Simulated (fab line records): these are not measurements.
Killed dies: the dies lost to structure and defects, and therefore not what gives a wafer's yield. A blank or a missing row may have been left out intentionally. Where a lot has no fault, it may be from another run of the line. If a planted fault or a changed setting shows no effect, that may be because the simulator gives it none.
Matching of chambers || flow n5Finfet || N5_BEOL_M8_CURE_75 on uvCure-01: 3 sister chambers
The step cures SiCOH lowk, time 120 s. 3 wafers are shown with their chamber, then 7 later ones without.

== EACH WAFER AND ITS CHAMBER ==
{"wafer": "L077.6", "chamber": 1, "wafer_temp_C_max": 371.3}
{"wafer": "L086.5", "chamber": 2, "wafer_temp_C_max": 372.2}
{"wafer": "L091.2", "chamber": 0, "wafer_temp_C_max": 372.2}

== WAFERS WHOSE CHAMBER IS MISSING ==
{"wafer": "L091.4", "wafer_temp_C_max": 372.4}
{"wafer": "L092.1", "wafer_temp_C_max": 371.7}
{"wafer": "L092.2", "wafer_temp_C_max": 371.3}
{"wafer": "L092.3", "wafer_temp_C_max": 371.8}
{"wafer": "L093.1", "wafer_temp_C_max": 372.4}
{"wafer": "L093.3", "wafer_temp_C_max": 371.8}
{"wafer": "L093.5", "wafer_temp_C_max": 372.3}

== EACH ONE'S CHAMBER ==
{"wafer": "L091.4", "from the rows above": "can't be placed: 0 or 2", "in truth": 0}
{"wafer": "L092.1", "from the rows above": "can't be placed: 1 or 0 or 2", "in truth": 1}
{"wafer": "L092.2", "from the rows above": 1, "in truth": 1}
{"wafer": "L092.3", "from the rows above": "can't be placed: 0 or 2 or 1", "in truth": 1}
{"wafer": "L093.1", "from the rows above": "can't be placed: 0 or 2", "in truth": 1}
{"wafer": "L093.3", "from the rows above": "can't be placed: 0 or 2 or 1", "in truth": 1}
{"wafer": "L093.5", "from the rows above": "can't be placed: 0 or 2", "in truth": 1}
1 of 7 placed correctly. Unplaceable from these rows: 6, with the true chamber sitting among the candidates in 4. Placed wrongly: 0.
How it was worked out, from the rows above alone: a wafer's distance from a chamber is the root of the sum, over the readings, of the square of ((its reading less the chamber's mean) divided by the reading's scatter). If the next closest chamber is less than 2 further off than the closest, the wafer can't be placed; otherwise it belongs to the closest. For every chamber, the mean is computed from those of its wafers that are shown. The scatter: with one shown wafer a chamber, the root of the mean of the squares of how far each hidden wafer lies from its nearest shown one.
